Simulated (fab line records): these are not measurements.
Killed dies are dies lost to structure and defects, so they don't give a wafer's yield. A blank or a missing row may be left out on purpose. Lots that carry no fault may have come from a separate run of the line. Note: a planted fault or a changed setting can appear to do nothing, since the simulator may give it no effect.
fab line records	flow n5_finfet
record lots=14	wafers=42	last_day=21
route steps=1938 shown GATE_CUT@510 MOL_CONTACT_COAG@528 BEOL_M4@1111
lots that met no fault: taken from a fault-free run of the same line
start_h: start of the lot's first displayed wafer, in hours after the record's first day	wait_h: hours elapsed since this lot's preceding step	" the same as in the row above	L1.1+2: one row covering several wafers at once	- either no value or no given start	* or withheld: withheld	< > ~ a bound
route shown NAME@n: a module of which the file shows steps, and the number in the route of the first	usual: mean/standard deviation of fault-free wafers	same: alike in all rows	chamber/n: place in a boat	sites: readings site by site	_std_site: standard deviation of those values	_edge_site: mean of outer sites minus mean of inner sites	radius_mm: for every site, how far away it sits from the centre of the wafer	mask NAME#n: copy n	behind: the tool/chamber that last shaped the wafer	hold: why the lot went on hold/how many hours it stayed there/how the hold came to an end	device: whichever transistor did not switch (one of n, p or np)	end of line: tests of these same wafers at the route's end	a step with no rows: only its recipe	killed: count of dies lost to structure and defects at first sort (not the wafer's yield)	map: a wafer's dies, x killed, . not, _ none there
set.NAME: setting as actually run; set.NAME@STEP: the setting as run at that earlier step	model.NAME: the simulator's own value behind a step, which no gauge read
one table for each step of the route and one row for each wafer, over a sample of lots
services: the hour from which a tool's chamber was out of use, counted from the record's first day as start_h (under 0 if before that day), plus the number of hours and why
## steps
# step N5_GATE_CUT_ALD_22
# recipe material=SiNx	target_thk_a=160	temp_c=400	ald_precursor_family=SiH2I2	ald_co_reactant=N2/H2-plasma	pulse_time_s=1	ald_cycles=320	purge_time_s=2	co_reactant_purge_time_s=2	pressure_torr=2
# usual heater_power_w=850/98	precursor_pulse_height_rel=1.000/0.018
lot.wafer	tool	chamber	start_h	wait_h	heater_power_w	precursor_pulse_height_rel
L668.1	ald_sin-03	0	90.05	0.0	632	1.011
L668.3	"	1	"	"	911	1.024
L668.6	"	3	"	"	838	1.003
L669.1	ald_sin-01	0	96.18	0.0	820	1.032
L669.4	"	1	"	"	993	1.026
L669.6	"	1	"	"	971	1.000
L670.3	ald_sin-01	3	105.03	0.0	760	0.995
L670.5	"	0	"	"	847	1.015
L670.6	"	1	"	"	983	1.003
L671.2	ald_sin-02	0	113.34	0.2	849	1.019
L671.4	"	1	"	"	940	1.011
L671.6	"	0	"	"	847	1.026
L672.2	ald_sin-03	2	120.55	0.0	955	0.999
L672.3	"	3	"	"	832	0.984
L672.4	"	1	"	"	897	1.045
L673.2	ald_sin-03	3	128.64	0.0	846	0.982
L673.3	"	0	"	"	655	0.998
L673.5	"	3	"	"	842	0.980
L676.2	ald_sin-02	0	139.67	0.0	843	1.015
L676.3	"	1	"	"	940	0.999
L676.4	"	3	"	"	850	1.009
L678.1	ald_sin-01	1	149.15	0.0	961	1.003
L678.2	"	0	"	"	837	1.018
L678.3	"	3	"	"	754	0.975
L680.2	ald_sin-01	1	161.35	0.0	979	1.020
L680.3	"	3	"	"	769	1.022
L680.5	"	0	"	"	851	0.976
L681.3	ald_sin-01	3	166.37	0.0	759	0.986
L681.5	"	0	"	"	850	0.993
L681.6	"	3	"	"	769	0.974
L682.2	ald_sin-03	2	171.85	0.0	946	0.982
L682.4	"	1	"	"	899	0.998
L682.6	"	0	"	"	634	1.009
L686.1	ald_sin-02	3	197.59	0.0	763	0.982
L686.5	"	3	"	"	775	1.028
L686.6	"	2	"	"	967	0.993
L688.2	ald_sin-03	3	211.37	0.0	834	0.980
L688.3	"	1	"	"	882	1.020
L688.5	"	0	"	"	640	1.027
L690.1	ald_sin-01	0	223.79	0.8	862	1.006
L690.2	"	3	"	"	783	1.003
L690.4	"	2	"	"	780	0.984
# step N5_MOL_CONTACT_COAG_INSPECT_10
# recipe mode=adi	inspect_instrument=brightfield
# usual raw_defect_count=71/31
lot.wafer	tool	chamber	start_h	wait_h	raw_defect_count
L668.1	defect_inspect-01	-	92.96	0.1	63
L668.3	"	-	"	"	64
L668.6	"	-	"	"	36
L669.1	defect_inspect-01	-	99.26	0.1	58
L669.4	"	-	"	"	90
L669.6	"	-	"	"	94
L670.3	defect_inspect-01	-	107.94	0.0	42
L670.5	"	-	"	"	67
L670.6	"	-	"	"	63
L671.2	defect_inspect-02	-	116.25	0.0	94
L671.4	"	-	"	"	47
L671.6	"	-	"	"	48
L672.2	defect_inspect-02	-	123.50	0.0	58
L672.3	"	-	"	"	124
L672.4	"	-	"	"	89
L673.2	defect_inspect-01	-	131.55	0.0	49
L673.3	"	-	"	"	48
L673.5	"	-	"	"	64
L676.2	defect_inspect-02	-	142.71	0.0	18
L676.3	"	-	"	"	28
L676.4	"	-	"	"	72
L678.1	defect_inspect-02	-	152.13	0.1	51
L678.2	"	-	"	"	55
L678.3	"	-	"	"	126
L680.2	defect_inspect-02	-	164.39	0.0	89
L680.3	"	-	"	"	126
L680.5	"	-	"	"	70
L681.3	defect_inspect-02	-	169.29	0.0	39
L681.5	"	-	"	"	45
L681.6	"	-	"	"	33
L682.2	defect_inspect-01	-	174.89	0.0	71
L682.4	"	-	"	"	58
L682.6	"	-	"	"	82
L686.1	defect_inspect-02	-	200.63	0.1	159
L686.5	"	-	"	"	143
L686.6	"	-	"	"	143
L688.2	defect_inspect-01	-	214.41	0.0	38
L688.3	"	-	"	"	64
L688.5	"	-	"	"	82
L690.1	defect_inspect-01	-	226.90	0.1	84
L690.2	"	-	"	"	50
L690.4	"	-	"	"	73
# step N5_MOL_CONTACT_COAG_DESCUM_13
# recipe chemistry=O2	time_s=7	source_power_w=50	bias_power_w=20	pressure_mtorr=20	rf_frequency_hz=2.712e+07	temp_c=40	resist=CAR-EUV	o2_flow_sccm=225
# usual drypump_motor_current_A=5.6/0.57	oes_product_au=0.79/0.086	rf_vpp_V=243.2/1.1	showerhead_plenum_p_Torr=2.09/0.053	throttle_valve_pct=20.17/0.19
lot.wafer	tool	chamber	start_h	wait_h	drypump_motor_current_A	oes_product_au	rf_hours_counter_h	rf_vpp_V	showerhead_plenum_p_Torr	throttle_valve_pct
L668.1	rie_diel-04	0	92.99	0.0	5.7	0.69	206	241.4	2.07	20.22
L668.3	"	2	"	"	4.9	0.76	117	242.7	2.08	19.85
L668.6	"	3	"	"	6.6	0.73	-	242.8	2.18	20.26
L669.1	rie_diel-01	3	99.29	0.0	5.6	0.87	36	242.4	2.05	20.00
L669.4	"	2	"	"	5.2	0.69	211	242.8	2.00	20.33
L669.6	"	0	"	"	5.5	0.74	-	243.7	2.10	20.50
L670.3	rie_diel-01	3	107.97	0.0	5.6	0.87	39	242.4	2.05	19.97
L670.5	"	3	"	"	5.6	0.88	-	242.8	2.05	20.00
L670.6	"	2	"	"	5.3	0.69	-	241.1	2.00	20.33
L671.2	rie_diel-01	2	116.28	0.0	5.2	0.69	215	242.1	2.00	20.33
L671.4	"	0	"	"	5.5	0.74	174	242.9	2.10	20.51
L671.6	"	0	"	"	5.5	0.74	-	243.2	2.10	20.51
L672.2	rie_diel-04	0	123.54	0.0	5.7	0.68	213	242.7	2.07	20.26
L672.3	"	2	"	"	4.9	0.75	124	242.7	2.08	19.87
L672.4	"	3	"	"	6.5	0.73	192	243.5	2.18	20.28
L673.2	rie_diel-04	3	131.59	0.0	6.5	0.72	195	244.4	2.18	20.26
L673.3	"	2	"	"	4.9	0.76	127	243.7	2.08	19.85
L673.5	"	1	"	"	6.3	0.91	-	243.5	2.11	20.24
L676.2	rie_diel-05	1	142.74	0.0	6.4	0.91	23	243.5	2.04	19.91
L676.3	"	0	"	"	5.2	0.82	91	244.6	2.10	20.20
L676.4	"	3	"	"	5.3	0.96	6	243.6	2.05	20.06
L678.1	rie_diel-04	3	152.24	0.1	6.5	0.71	200	243.6	2.18	20.28
L678.2	"	0	"	"	5.8	0.68	217	242.5	2.07	20.24
L678.3	"	2	"	"	4.9	0.75	133	243.8	2.08	19.88
L680.2	rie_diel-04	3	164.42	0.0	6.6	0.72	203	243.8	2.18	20.29
L680.3	"	2	"	"	4.9	0.75	135	244.3	2.08	19.88
L680.5	"	1	"	"	6.3	0.91	-	243.8	2.11	20.26
L681.3	rie_diel-04	2	169.37	0.1	4.9	0.75	137	243.1	2.08	19.88
L681.5	"	2	"	"	4.9	0.75	-	243.6	2.08	19.88
L681.6	"	1	"	"	6.3	0.89	-	243.2	2.11	20.26
L682.2	rie_diel-04	0	174.92	0.0	5.7	0.68	223	242.7	2.07	20.26
L682.4	"	1	"	"	6.4	0.88	30	243.4	2.11	20.26
L682.6	"	3	"	"	6.6	0.72	-	244.7	2.17	20.28
L686.1	rie_diel-04	3	200.85	0.2	6.5	0.70	213	245.5	2.17	20.30
L686.5	"	2	"	"	4.9	0.74	-	243.0	2.08	19.91
L686.6	"	1	"	"	6.3	0.88	-	244.8	2.11	20.27
L688.2	rie_diel-05	1	214.44	0.0	6.4	0.87	43	242.0	2.03	19.95
L688.3	"	2	"	"	5.4	0.76	146	243.4	2.08	19.98
L688.5	"	3	"	"	5.2	0.93	-	241.9	2.04	20.09
L690.1	rie_diel-01	2	227.16	0.3	5.2	0.67	245	241.1	1.99	20.37
L690.2	"	0	"	"	5.5	0.70	203	242.8	2.09	20.55
L690.4	"	2	"	"	5.3	0.68	-	243.9	1.99	20.36
# step N5_MOL_CONTACT_COAG_ETCH_106
# recipe chemistry=N2/H2	target=SOC	target_depth_a=800	overetch_a=160	mask_material=SiARC	temp_c=40	time_s=120	ion_energy_ev=200	pressure_mtorr=30	source_w=840	bias_w=150	n2_flow_sccm=200	h2_flow_sccm=200
# usual bias_w=150.0/0.42	chamber_pressure_mTorr=30.001/0.026	drypump_motor_current_A=5.6/0.57	oes_product_au=0.71/0.073	rf_vpp_V=524.1/1.9	showerhead_plenum_p_Torr=2.55/0.071	throttle_valve_pct=17.62/0.2
lot.wafer	tool	chamber	start_h	wait_h	bias_w	chamber_pressure_mTorr	drypump_motor_current_A	oes_product_au	rf_hours_counter_h	rf_vpp_V	showerhead_plenum_p_Torr	throttle_valve_pct
L668.1	rie_diel-04	0	93.07	0.0	149.8	29.981	5.8	0.63	206	522.6	2.49	17.51
L668.3	"	2	"	"	149.4	30.023	4.9	0.70	117	524.6	2.57	17.43
L668.6	"	3	"	"	150.2	29.970	6.6	0.66	-	528.1	2.62	17.55
L669.1	rie_diel-01	3	99.38	0.0	150.6	29.979	5.6	0.79	36	523.9	2.50	17.43
L669.4	"	2	"	"	149.8	30.001	5.2	0.64	211	521.1	2.41	17.51
L669.6	"	0	"	"	150.5	29.998	5.5	0.66	-	523.8	2.54	17.83
L670.3	rie_diel-01	3	108.05	0.0	150.4	30.000	5.6	0.79	39	521.5	2.50	17.43
L670.5	"	3	"	"	150.1	30.005	5.6	0.79	-	522.2	2.50	17.42
L670.6	"	2	"	"	150.3	29.967	5.3	0.64	-	520.7	2.40	17.50
L671.2	rie_diel-01	2	116.36	0.0	150.5	29.974	5.2	0.63	215	521.5	2.40	17.52
L671.4	"	0	"	"	149.7	29.997	5.5	0.65	174	524.6	2.54	17.85
L671.6	"	0	"	"	149.4	29.983	5.5	0.65	-	523.9	2.54	17.83
L672.2	rie_diel-04	0	123.62	0.0	-	-	-	-	-	-	-	-
L672.3	"	2	"	"	-	-	-	-	-	-	-	-
L672.4	"	3	"	"	-	-	-	-	-	-	-	-
L673.2	rie_diel-04	3	131.67	0.0	-	-	-	-	-	-	-	-
L673.3	"	2	"	"	-	-	-	-	-	-	-	-
L673.5	"	1	"	"	-	-	-	-	-	-	-	-
L676.2	rie_diel-05	1	142.83	0.0	150.1	29.990	6.4	0.80	23	522.2	2.50	17.41
L676.3	"	0	"	"	150.0	30.009	5.2	0.72	91	525.8	2.56	17.56
L676.4	"	3	"	"	149.9	30.012	5.3	0.88	6	520.5	2.49	17.56
L678.1	rie_diel-04	3	152.32	0.0	150.0	29.989	6.6	0.64	200	527.2	2.61	17.56
L678.2	"	0	"	"	149.2	30.039	5.8	0.62	217	522.3	2.49	17.55
L678.3	"	2	"	"	149.2	29.994	4.9	0.68	133	523.9	2.56	17.45
L680.2	rie_diel-04	3	164.51	0.0	150.5	29.986	6.5	0.65	203	526.5	2.61	17.56
L680.3	"	2	"	"	149.5	29.972	4.9	0.68	135	525.1	2.56	17.45
L680.5	"	1	"	"	149.7	29.989	6.4	0.80	-	527.3	2.61	17.92
L681.3	rie_diel-04	2	169.45	0.0	150.3	30.048	4.9	0.68	137	523.2	2.56	17.45
L681.5	"	2	"	"	149.8	30.011	4.9	0.69	-	524.0	2.56	17.46
L681.6	"	1	"	"	150.0	29.997	6.4	0.80	-	525.6	2.61	17.92
L682.2	rie_diel-04	0	175.00	0.0	150.6	30.001	5.7	0.62	223	523.2	2.48	17.54
L682.4	"	1	"	"	150.6	30.047	6.4	0.79	30	524.1	2.61	17.93
L682.6	"	3	"	"	150.5	29.983	6.5	0.64	-	526.7	2.61	17.55
L686.1	rie_diel-04	3	200.94	0.0	150.1	30.023	6.6	0.64	213	527.0	2.61	17.57
L686.5	"	2	"	"	150.0	30.026	4.9	0.68	-	524.5	2.55	17.47
L686.6	"	1	"	"	149.9	30.012	6.4	0.78	-	525.9	2.61	17.93
L688.2	rie_diel-05	1	214.53	0.0	150.3	30.015	6.4	0.77	43	522.1	2.49	17.43
L688.3	"	2	"	"	150.6	29.976	5.4	0.68	146	523.3	2.53	17.43
L688.5	"	3	"	"	150.2	30.046	5.3	0.83	-	523.0	2.49	17.60
L690.1	rie_diel-01	2	227.24	0.0	150.3	29.987	5.2	0.61	245	518.7	2.39	17.57
L690.2	"	0	"	"	150.3	29.996	5.5	0.63	203	522.4	2.53	17.91
L690.4	"	2	"	"	151.0	30.012	5.2	0.62	-	521.4	2.39	17.57
# step N5_MOL_CONTACT_COAG_CONTACT_ETCH_14
# recipe chemistry=C4F6/O2	target=SiO2	target_depth_a=275	overetch_a=85	mask_material=SOC	pressure_mtorr=30	source_w=370	bias_w=185	Ar_flow_sccm=300	C4F6_flow_sccm=16	O2_flow_sccm=10	time_s=20	ion_energy_ev=259.6
# usual C4F6_flow_sccm=16.00/0.045	O2_flow_sccm=10.001/0.028	drypump_motor_current_A=5.6/0.57	oes_product_au=0.68/0.07	rf_vpp_V=692.8/2.5	showerhead_plenum_p_Torr=2.89/0.061	throttle_valve_pct=21.11/0.18
lot.wafer	tool	chamber	start_h	wait_h	C4F6_flow_sccm	O2_flow_sccm	drypump_motor_current_A	oes_product_au	rf_hours_counter_h	rf_vpp_V	showerhead_plenum_p_Torr	throttle_valve_pct
L668.1	rie_diel-04	0	93.18	0.0	15.98	10.043	5.8	0.60	206	692.6	2.89	21.31
L668.3	"	2	"	"	15.91	9.970	4.9	0.67	117	692.3	2.91	20.92
L668.6	"	3	"	"	16.05	10.020	6.5	0.63	-	696.8	2.95	20.90
L669.1	rie_diel-01	3	99.48	0.0	16.02	10.009	5.7	0.75	36	690.6	2.81	20.76
L669.4	"	2	"	"	16.00	9.950	5.2	0.61	211	686.7	2.77	21.18
L669.6	"	0	"	"	16.04	9.945	5.5	0.63	-	692.0	2.89	21.39
L670.3	rie_diel-01	3	108.15	0.0	16.07	10.005	5.6	0.74	39	691.7	2.81	20.77
L670.5	"	3	"	"	15.98	10.012	5.6	0.75	-	690.7	2.81	20.77
L670.6	"	2	"	"	16.01	9.996	5.2	0.61	-	688.0	2.77	21.17
L671.2	rie_diel-01	2	116.46	0.0	16.02	10.028	5.2	0.61	215	687.4	2.76	21.17
L671.4	"	0	"	"	16.00	9.966	5.5	0.63	174	692.7	2.89	21.38
L671.6	"	0	"	"	16.00	10.004	5.5	0.62	-	691.1	2.89	21.39
L672.2	rie_diel-04	0	123.72	0.0	16.02	10.001	5.8	0.26	213	692.1	2.89	21.11
L672.3	"	2	"	"	16.01	9.995	4.9	0.28	124	692.4	2.91	20.72
L672.4	"	3	"	"	16.03	9.989	6.6	0.27	192	697.2	2.95	20.73
L673.2	rie_diel-04	3	131.77	0.0	15.87	10.007	6.6	0.27	195	695.7	2.95	20.72
L673.3	"	2	"	"	16.04	10.012	4.9	0.28	127	692.3	2.90	20.74
L673.5	"	1	"	"	16.01	10.024	6.4	0.34	-	695.1	2.95	21.13
L676.2	rie_diel-05	1	142.93	0.0	16.00	10.003	6.4	0.77	23	689.6	2.84	20.96
L676.3	"	0	"	"	16.00	9.949	5.3	0.69	91	693.5	2.90	21.11
L676.4	"	3	"	"	15.97	9.988	5.2	0.84	6	692.4	2.83	20.98
L678.1	rie_diel-04	3	152.42	0.0	16.01	9.974	6.5	0.62	200	694.9	2.95	20.91
L678.2	"	0	"	"	16.04	10.014	5.7	0.59	217	690.9	2.88	21.33
L678.3	"	2	"	"	16.05	10.003	4.9	0.64	133	692.2	2.90	20.93
L680.2	rie_diel-04	3	164.61	0.0	16.00	9.966	6.5	0.62	203	694.8	2.95	20.91
L680.3	"	2	"	"	16.04	9.990	4.9	0.65	135	691.3	2.90	20.93
L680.5	"	1	"	"	15.93	10.001	6.3	0.75	-	694.5	2.95	21.35
L681.3	rie_diel-04	2	169.55	0.0	15.90	9.982	4.9	0.65	137	692.2	2.90	20.94
L681.5	"	2	"	"	16.01	10.027	4.9	0.65	-	691.7	2.90	20.93
L681.6	"	1	"	"	16.03	9.977	6.3	0.75	-	694.6	2.95	21.35
L682.2	rie_diel-04	0	175.10	0.0	16.00	10.040	5.8	0.59	223	691.6	2.88	21.32
L682.4	"	1	"	"	16.02	10.008	6.3	0.76	30	693.8	2.95	21.36
L682.6	"	3	"	"	16.01	9.960	6.5	0.61	-	697.1	2.94	20.95
L686.1	rie_diel-04	3	201.04	0.0	16.01	9.984	6.6	0.61	213	695.7	2.94	20.93
L686.5	"	2	"	"	16.03	9.959	4.9	0.64	-	692.9	2.90	20.96
L686.6	"	1	"	"	16.02	10.033	6.4	0.74	-	694.0	2.94	21.36
L688.2	rie_diel-05	1	214.63	0.0	15.99	10.033	6.4	0.74	43	691.5	2.83	20.98
L688.3	"	2	"	"	15.94	9.971	5.4	0.65	146	692.9	2.91	21.09
L688.5	"	3	"	"	15.92	10.005	5.3	0.79	-	691.1	2.82	21.02
L690.1	rie_diel-01	2	227.34	0.0	15.99	9.984	5.3	0.59	245	688.5	2.75	21.23
L690.2	"	0	"	"	16.00	9.970	5.5	0.61	204	693.0	2.88	21.43
L690.4	"	2	"	"	16.05	9.985	5.2	0.59	-	686.7	2.75	21.22
# step N5_MOL_CONTACT_COAG_CD_MEAS_99
# recipe target_cd_nm=17.2	polarity=opening
# usual cd_nm=16.8/0.41
lot.wafer	tool	chamber	start_h	wait_h	cd_nm
L668.1	cd_sem-01	-	93.39	-	16.6
L668.3	"	-	"	"	17.4
L668.6	"	-	"	"	16.9
L669.1	cd_sem-01	-	99.69	-	17.0
L669.4	"	-	"	"	16.9
L669.6	"	-	"	"	17.4
L670.3	cd_sem-01	-	108.37	-	17.0
L670.5	"	-	"	"	17.4
L670.6	"	-	"	"	17.1
L671.2	cd_sem-03	-	116.68	-	16.8
L671.4	"	-	"	"	16.8
L671.6	"	-	"	"	17.8
L672.2	cd_sem-01	-	123.93	-	-
L672.3	"	-	"	"	-
L672.4	"	-	"	"	-
L673.2	cd_sem-02	-	131.98	-	-
L673.3	"	-	"	"	-
L673.5	"	-	"	"	-
L676.2	cd_sem-03	-	143.14	-	16.9
L676.3	"	-	"	"	16.4
L676.4	"	-	"	"	17.0
L678.1	cd_sem-03	-	152.64	-	17.4
L678.2	"	-	"	"	17.1
L678.3	"	-	"	"	17.2
L680.2	cd_sem-02	-	164.82	-	16.8
L680.3	"	-	"	"	17.0
L680.5	"	-	"	"	16.4
L681.3	cd_sem-02	-	169.77	-	16.7
L681.5	"	-	"	"	16.7
L681.6	"	-	"	"	16.7
L682.2	cd_sem-01	-	175.32	-	16.9
L682.4	"	-	"	"	16.5
L682.6	"	-	"	"	17.2
L686.1	cd_sem-03	-	201.25	-	16.9
L686.5	"	-	"	"	17.0
L686.6	"	-	"	"	16.5
L688.2	cd_sem-02	-	214.84	-	17.6
L688.3	"	-	"	"	17.4
L688.5	"	-	"	"	17.4
L690.1	cd_sem-02	-	227.55	-	16.6
L690.2	"	-	"	"	17.0
L690.4	"	-	"	"	17.0
# step N5_BEOL_M4_RC_MEAS_101
# usual DIBL_N=37.1/2.6	DIBL_P=38/3	IOFF_N=0.18/0.052	IOFF_P=0.25/0.06	ION_N=678/15	ION_P=467/8.6	SS_N=71.7/0.73	SS_P=73.7/0.89	VT_N=249/4.3	VT_P=-248/3.8
lot.wafer	tool	chamber	start_h	wait_h	DIBL_N[mV/V]	DIBL_P[mV/V]	IOFF_N[nA/um]	IOFF_P[nA/um]	ION_N[uA/um]	ION_P[uA/um]	SS_N[mV/dec]	SS_P[mV/dec]	VT_N[mV]	VT_P[mV]
L668.1	prober-02	0	228.07	0.0	34.6	36	0.13	0.18	657	448	70.1	72.9	253	-255
L668.3	"	0	"	"	40.1	42	0.26	0.29	688	468	72.2	74.8	242	-245
L668.6	"	0	"	"	36.5	38	0.17	0.22	667	459	72.0	72.7	249	-251
L669.1	prober-02	0	245.30	0.0	36.0	34	0.14	0.20	676	465	71.2	72.9	248	-250
L669.4	"	0	"	"	36.3	36	0.17	0.24	692	472	71.6	73.4	244	-246
L669.6	"	0	"	"	36.3	35	0.15	0.24	691	474	71.2	72.7	249	-248
L670.3	prober-01	0	257.73	0.7	37.3	39	0.21	0.29	708	478	71.3	74.5	242	-242
L670.5	"	0	"	"	36.6	36	0.16	0.23	683	467	72.1	73.8	248	-246
L670.6	"	0	"	"	36.6	38	0.18	0.29	682	476	70.9	74.0	243	-243
L671.2	prober-02	0	282.47	0.2	40.6	39	0.20	0.30	661	466	73.0	74.1	248	-244
L671.4	"	0	"	"	38.6	38	0.19	0.30	674	477	71.6	74.0	247	-243
L671.6	"	0	"	"	39.5	37	0.19	0.26	692	475	71.4	73.9	248	-247
L676.2	prober-01	0	283.45	0.2	39.6	41	0.20	0.31	679	463	72.1	75.1	250	-246
L676.3	"	0	"	"	37.3	38	0.16	0.21	690	469	71.5	73.7	252	-249
L676.4	"	0	"	"	39.5	40	0.21	0.27	693	471	72.2	73.5	245	-247
L678.1	prober-02	0	294.35	0.0	36.6	37	0.17	0.21	681	462	72.2	73.4	250	-248
L678.2	"	0	"	"	35.2	37	0.15	0.21	683	474	71.9	73.5	251	-249
L678.3	"	0	"	"	36.7	37	0.16	0.21	671	460	71.5	73.6	250	-251
L681.3	prober-02	0	316.35	0.3	38.4	40	0.22	0.28	711	479	72.2	73.7	246	-248
L681.5	"	0	"	"	38.2	39	0.21	0.25	687	465	71.8	73.8	247	-250
L681.6	"	0	"	"	38.4	41	0.22	0.30	685	471	72.6	74.4	246	-246
L682.2	prober-01	0	317.31	0.2	34.6	36	0.12	0.22	669	471	71.3	73.4	256	-249
L682.4	"	0	"	"	38.4	38	0.18	0.24	671	469	71.9	73.8	250	-248
L682.6	"	0	"	"	40.5	41	0.23	0.32	693	476	72.6	74.8	246	-243
L680.2	prober-02	0	323.27	0.2	36.4	36	0.15	0.20	684	466	71.6	73.5	252	-252
L680.3	"	0	"	"	32.7	31	0.10	0.17	666	463	70.4	72.9	257	-253
L680.5	"	0	"	"	35.0	33	0.13	0.17	664	455	71.5	72.6	257	-254
L686.1	prober-01	0	348.65	0.0	35.4	38	0.15	0.20	669	457	71.1	73.4	253	-252
L686.5	"	0	"	"	36.7	39	0.18	0.22	688	465	71.8	73.7	246	-252
L686.6	"	0	"	"	35.1	38	0.15	0.21	669	460	71.3	73.4	251	-251
L690.1	prober-02	0	375.35	0.0	39.7	42	0.26	0.32	694	474	72.8	75.2	241	-245
L690.2	"	0	"	"	40.2	42	0.25	0.33	682	475	72.6	74.5	246	-245
L690.4	"	0	"	"	38.0	39	0.22	0.26	681	466	72.4	74.2	245	-246
L688.2	prober-01	0	402.72	0.2	43.7	45	0.34	0.39	692	472	73.6	75.9	243	-243
L688.3	"	0	"	"	38.2	38	0.18	0.24	696	478	71.0	73.4	249	-248
L688.5	"	0	"	"	37.7	37	0.17	0.23	677	467	71.5	74.3	250	-248
## services
tool	chamber	start_h	hours	kind
ald_sin-01	-	84.30	2.7	repair
ald_sin-01	2	103.47	10.7	repair
rie_diel-05	3	105.73	-	clean
rie_diel-05	3	105.73	-	consumable_replace:focus_ring
rie_diel-05	3	105.73	15.2	scheduled_down
rie_diel-05	3	105.73	15.2	vent_cycle
rie_diel-01	1	110.94	3.2	repair
rie_diel-01	-	123.84	1.0	repair
rie_diel-04	0	130.04	8.7	repair
rie_diel-01	-	147.93	0.5	repair
rie_diel-05	-	177.06	2.8	pm
ald_sin-02	-	179.29	14.0	pm
ald_sin-02	0	179.29	14.0	vent_cycle
ald_sin-02	1	179.29	14.0	vent_cycle
ald_sin-02	2	179.29	14.0	vent_cycle
ald_sin-02	3	179.29	14.0	vent_cycle
ald_sin-01	1	183.74	3.1	repair
rie_diel-05	-	188.93	0.2	repair
ald_sin-02	2	200.06	4.4	repair
rie_diel-04	3	206.48	9.8	repair
rie_diel-01	0	208.40	5.3	repair
rie_diel-05	-	208.65	0.6	repair
rie_diel-01	3	226.33	4.3	repair
ald_sin-03	1	226.83	9.6	repair
## key
first_sign step=N5_MOL_CONTACT_COAG_ETCH_106	reading=tool_record	direction=missing
effect step=N5_MOL_CONTACT_COAG_CONTACT_ETCH_14	reading=oes_product_au	direction=down	sigmas=5.6	usual=0.68	struck=0.29
effect step=N5_MOL_CONTACT_COAG_CD_MEAS_99	reading=cd_nm	direction=missing
met_at N5_MOL_CONTACT_COAG_ETCH_106
struck_lots L672,L673
later_rows_left_out L672.2,L672.3,L672.4,L673.2,L673.3,L673.5
sort_left_out L672.2,L672.3,L672.4,L673.2,L673.3,L673.5
not_acting_at N5_GATE_CUT_ALD_22,N5_MOL_CONTACT_COAG_INSPECT_10,N5_MOL_CONTACT_COAG_DESCUM_13
onset_between 93.07 123.62
fault kind=skipped_step_whole	tool=rie_diel-04	chamber=-	onset_h=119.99	steps=N5_MOL_CONTACT_COAG_ETCH_106	scope=struck_lots_only
# sort_left_out: the simulated sort isn't trusted on such a fault, so these wafers' sort isn't shown, and their yield isn't known
# later_rows_left_out: the simulator's readings of these wafers behind a module that went badly wrong aren't trusted and aren't shown, but for the sort
